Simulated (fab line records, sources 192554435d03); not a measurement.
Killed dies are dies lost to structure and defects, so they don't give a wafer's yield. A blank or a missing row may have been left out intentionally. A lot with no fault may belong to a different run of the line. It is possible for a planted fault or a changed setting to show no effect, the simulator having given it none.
Split-lot experiment ; flow n5_finfet ; 7 lots, 21 wafers read, on a route of 1938 steps

## THE SPLIT
At N5_BEOL_M3_HM_DEP_02 (deposits TiN, target thk 20 nm), the setting target_thk_a was moved away from the recipe's 200 angstrom on 6 of the 21 wafers read, by -13.2% to +4.2%. This setting was run at the recipe's value on the other wafers.

## FROM THE SPLIT TO THE READING: what the file shows between them, 5 steps
- N5_BEOL_M3_COAT_73: time 60 s, resist thk 5 nm (also split here: temp_c)
- N5_BEOL_M3_COAT_05: resist thk 30 nm
- N5_BEOL_M3_EBR_07
- N5_BEOL_M3_STRIP_75: strips in N2/H2
- N5_BEOL_M3_STRIP_66: strips in CF4

## THE READING
etch.depth_nm (the simulator's own value, which no gauge read), in nm, at N5_BEOL_M3_HM_OPEN_17 (chemistry Cl2/BCl3, target TiN, target depth 20 nm, overetch 6 nm). The file gives no usual value for it. Average 19.97 nm, standard deviation 0.17 nm, over the 15 wafers here run with the recipe.

wafer;tool, chamber at the split;target_thk_a as run, angstrom;against the recipe;etch.depth_nm, nm;against lot-mates on the recipe
L081.1;pvd_sputter-02, -;200;recipe;20.12;-
L081.3;pvd_sputter-02, -;200;recipe;19.87;-
L081.6;pvd_sputter-02, -;200;recipe;19.96;-
L084.3;pvd_sputter-03, -;200;recipe;19.97;-
L084.4;pvd_sputter-03, -;184.7;-7.7%;18.46;-1.51
L084.6;pvd_sputter-03, -;184.7;-7.7%;18.57;-1.40
L085.1;pvd_sputter-02, -;200;recipe;19.71;-
L085.3;pvd_sputter-02, -;200;recipe;19.7;-
L085.5;pvd_sputter-02, -;200;recipe;19.81;-
L082.1;pvd_sputter-03, -;200;recipe;19.9;-
L082.4;pvd_sputter-03, -;200;recipe;19.98;-
L082.5;pvd_sputter-03, -;200;recipe;19.92;-
L088.4;pvd_sputter-03, -;173.6;-13.2%;17.5;-2.66
L088.5;pvd_sputter-03, -;200;recipe;20.29;-
L088.6;pvd_sputter-03, -;200;recipe;20.02;-
L096.1;pvd_sputter-02, -;208.3;+4.2%;21.04;+1.02
L096.2;pvd_sputter-02, -;200;recipe;20.05;-
L096.4;pvd_sputter-02, -;200;recipe;19.99;-
L097.1;pvd_sputter-02, -;176.5;-11.8%;17.94;-2.36
L097.4;pvd_sputter-02, -;176.5;-11.8%;17.95;-2.35
L097.5;pvd_sputter-02, -;200;recipe;20.3;-

THE FIT
A straight line over all 21 wafers: etch.depth_nm changes by +0.185 nm for each +1% of target_thk_a; r = +0.98; the points scatter about the line by 0.17 nm.
The same after taking each lot's own level away (the mean of its wafers on the recipe; 21 wafers): +0.201 nm for each +1%; r = +1.00; scatter 0.082 nm.
That fit puts the effect of the largest move of target_thk_a on the reading at 2.7 nm.
Measured against the standard deviation above, the lots' own levels, which go from 19.740 to 20.300 nm, span 3.3 times it.
The two slopes agree, so the slope changes little with the lot-to-lot level.
Check: -2.63 nm against its lot-mates is what the line predicts for one of the wafers moved furthest among these (-13.2%) when that wafer is left out of the fit. Against them it came out at -2.66 nm.

## THESE WAFERS: OTHER SPLITS
Other splits were also applied to these wafers ahead of the reading. Each is held against what the fit with the lots' levels taken away leaves over:
other split on the same wafers;wafers away from the commonest value;r with etch.depth_nm (lot level and that fit taken away)
N5_BEOL_M2_TRENCH_ETCH_37 bias_w;5;-0.28
N5_BEOL_M3_COAT_73 temp_c;7;+0.09

## THE WHOLE CHAIN: every reading that the file lists as answering this split, in the file's order
step;what it does;reading;change (the file's fit);r (the file's)
N5_BEOL_M3_HM_DEP_02;deposits TiN, target thk 20 nm;TiN_of_BEOL_M3_HM_DEP_02.thk_nm (the simulator's own value, which no gauge read);+0.205 nm for each +1% of the setting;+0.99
N5_BEOL_M3_HM_OPEN_17;chemistry Cl2/BCl3, target TiN, target depth 20 nm, overetch 6 nm;etch.depth_nm (the simulator's own value, which no gauge read);+0.201 nm for each +1% of the setting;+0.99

## FILE'S OWN FIT
etch.depth_nm changes by +0.201 nm for each +1% of target_thk_a, r = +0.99.
